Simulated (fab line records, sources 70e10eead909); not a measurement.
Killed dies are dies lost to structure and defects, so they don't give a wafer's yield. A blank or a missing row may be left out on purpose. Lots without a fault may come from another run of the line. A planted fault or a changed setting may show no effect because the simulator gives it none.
A struck lot beside a sound one | flow nand_harc | 23 steps out of a route of 1302
Sound: wafers L649.1, L649.4, L649.5. Struck: wafers L664.2, L664.4, L664.6. The cause comes at the end.
At each step with rows: each side's tool, then ch and its chambers, then its first start. Under that, the readings that differ: sound wafers | struck wafers | difference of the means | sigmas: that difference in standard deviations of wafers without a fault.
alike: readings whose means differ by less than 2 such deviations, and words and numbers that are the same on both sides. not compared: withheld readings, readings that some wafer has no value for, bounds like >300 that may hide the same value, and numbers for which the record gives no deviation and whose values overlap.
The two part at a step that has a row with sigmas, a row that says differs or no value, or rows on one side only. Numbers that don't overlap but have no deviation are shown without sigmas and don't part them. A reading that every wafer of one side lacks parts them only if that side has two wafers or more.

NHARC_P_M0_INSPECT_27:
  sound on defect_inspect-02, day 6 08:06; struck on defect_inspect-01, day 12 06:29
  alike: raw_defect_count
NHARC_P_M0_PRE_CLEAN_31: time 12 s.
  sound on pecvd-02 ch 1,2, day 6 08:11; struck on pecvd-01 ch 1,2, day 12 06:34
  alike: heater_power_w
NHARC_P_M0_DEP_32: deposits SiCN, target thk 30 nm.
  sound on pecvd-02 ch 1,2, day 6 08:17; struck on pecvd-01 ch 1,2, day 12 06:41
  alike: heater_power_w
then, 8 steps without rows for these wafers: NHARC_P_M1_DEP_00 (deposits SiOC, target thk 182.5 nm); NHARC_P_M1_DEHYDRATE_01 (time 120 s); NHARC_P_M1_HMDS_02 (time 30 s); NHARC_P_M1_COAT_34 (time 65 s); NHARC_P_M1_COAT_03 (resist thk 90 nm); NHARC_P_M1_SOFTBAKE_04 (time 55 s); NHARC_P_M1_EBR_05; NHARC_P_M1_EXPOSE_06 (exposes mask P M1, target cd 130 nm).
NHARC_P_M1_PEB_07: peb time 65 s.
  sound on litho_track-06 ch 0, day 6 09:25; struck on litho_track-01 ch 0, day 12 07:49
  reading                  | sound                | struck               | difference | sigmas
  heater_power_total_W (W) | 157.1 156.9 156.1    | 186.5 187.4 186.6    | +30.1      | +75
  plate_temp_C (C)         | 100.15 100.11 100.11 | 114.05 114.01 113.90 | +13.86     | +99 or more
then, 1 step without rows for these wafers: NHARC_P_M1_DEVELOP_08 (develop time 35 s).
NHARC_P_M1_CD_MEAS_09: target cd 130 nm.
  sound on cd_sem-03 ch 0, day 6 09:29; struck on cd_sem-03 ch 0, day 12 07:53
  reading    | sound             | struck            | difference | sigmas
  cd_nm (nm) | 129.6 128.6 128.7 | 166.7 166.1 166.7 | +37.5      | +55
NHARC_P_M1_OVL_MEAS_10: pitch 260 nm.
  sound on overlay-01, day 6 09:35; struck on overlay-01, day 12 07:58
  alike: overlay_x_nm, overlay_y_nm
NHARC_P_M1_INSPECT_11:
  sound on defect_inspect-02, day 6 09:37; struck on defect_inspect-02, day 12 08:01
  alike: raw_defect_count
NHARC_P_M1_DESCUM_14: chemistry O2, time 3 s.
  sound on rie_diel-11 ch 1,2, day 6 09:41; struck on rie_diel-11 ch 0,1,2, day 12 08:04
  reading               | sound             | struck        | difference | sigmas
  model.P_M1.cd_nm (nm) | 129.8 129.5 129.3 | 166.6 166 167 | +37.0      |
  alike: drypump_motor_current_A, oes_product_au, rf_vpp_V, showerhead_plenum_p_Torr, throttle_valve_pct
  not compared: rf_hours_counter_h
NHARC_P_M1_ETCH_35: etches the open film in N2/H2, target depth 40 nm, overetch 12 nm, time 43.94 s.
  sound on rie_diel-11 ch 0,1,3, day 6 09:46; struck on rie_diel-11 ch 1,2,3, day 12 08:10
  alike: drypump_motor_current_A, oes_product_au, rf_vpp_V, showerhead_plenum_p_Torr, throttle_valve_pct
  not compared: rf_hours_counter_h
NHARC_P_M1_ETCH_15: etches the open film in C4F8/Ar, target depth 182.5 nm, time 91.2 s.
  sound on rie_diel-11 ch 0,2,3; struck on rie_diel-11 ch 0,1,2
  alike: oes_product_au, rf_vpp_V
  not compared: rf_hours_counter_h
NHARC_P_M1_CD_MEAS_16:
  sound on cd_sem-01, day 6 09:59; struck on cd_sem-02, day 12 08:23
  reading    | sound             | struck            | difference | sigmas
  cd_nm (nm) | 130.2 128.9 129.8 | 167.0 165.7 167.8 | +37.2      | +45
NHARC_P_M1_STRIP_18: strips in N2/H2.
  sound on rie_diel-06 ch 1,2, day 6 10:03; struck on rie_diel-06 ch 1,2,3, day 12 08:27
  alike: drypump_motor_current_A, oes_product_au, rf_vpp_V, showerhead_plenum_p_Torr, throttle_valve_pct
  not compared: rf_hours_counter_h
NHARC_P_M1_ETCH_28: etches the open film in CF4/N2, target depth 30 nm, time 72.99 s.
  sound on rie_diel-06 ch 0,1,3; struck on rie_diel-06 ch 0,1
  reading               | sound             | struck            | difference | sigmas
  model.P_M1.cd_nm (nm) | 130.1 129.7 129.8 | 166.9 166.6 167.5 | +37.1      |
  alike: drypump_motor_current_A, oes_product_au, rf_vpp_V, showerhead_plenum_p_Torr, throttle_valve_pct
  not compared: rf_hours_counter_h
then, 1 step without rows for these wafers: NHARC_P_M1_STRIP_19 (strips in post etch residue remover, time 600 s).

WHERE THEY PART
First at NHARC_P_M1_PEB_07; last, within this record, at NHARC_P_M1_CD_MEAS_16. Later steps at which nothing parts them and some readings are alike: NHARC_P_M1_STRIP_18, NHARC_P_M1_ETCH_28.

WHY: what the simulator had put in
Process parameter drift: litho_track-01, from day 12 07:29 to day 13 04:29, at NHARC_P_M1_PEB_07. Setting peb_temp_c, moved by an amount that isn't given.
